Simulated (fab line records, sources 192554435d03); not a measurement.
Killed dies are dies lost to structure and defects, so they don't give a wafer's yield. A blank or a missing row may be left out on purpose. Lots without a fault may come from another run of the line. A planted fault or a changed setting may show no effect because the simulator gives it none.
Chamber matching | flow n5_finfet | N5_BEOL_M7_DESCUM_33 on rie_diel-01: 4 sister chambers
The step chemistry O2, time 7 s. 4 wafers are shown with their chamber, then 7 later ones without.

WAFERS WITH THEIR CHAMBER
wafer  | chamber | drypump_motor_current_A (A)
L088.2 | 1       | 5.8
L088.5 | 0       | 6.0
L089.2 | 3       | 4.8
L089.3 | 2       | 6.3

WAFERS WITHOUT THEIR CHAMBER
wafer  | drypump_motor_current_A (A)
L089.6 | 4.9
L095.1 | 6.0
L095.3 | 5.8
L095.4 | 4.9
L096.2 | 4.9
L096.3 | 5.8
L096.6 | 6.0

WHICH CHAMBER EACH WENT THROUGH
wafer  | from the rows above | in truth
L089.6 | 3                   | 3
L095.1 | 0                   | 0
L095.3 | 1                   | 1
L095.4 | 3                   | 3
L096.2 | 3                   | 3
L096.3 | 1                   | 1
L096.6 | 0                   | 0
Placed correctly: 7 of 7. Can't be placed from these rows: 0. Placed wrongly: 0.
How it was worked out, from the rows above alone: a wafer's distance from a chamber is the root of the sum, over the readings, of the square of ((its reading less the chamber's mean) divided by the reading's scatter). The wafer belongs to the nearest chamber; if the next one is less than 2 further off, it can't be placed. A chamber's mean is the mean of its shown wafers. The scatter: with one shown wafer a chamber, the root of the mean of the squares of how far each hidden wafer lies from its nearest shown one.
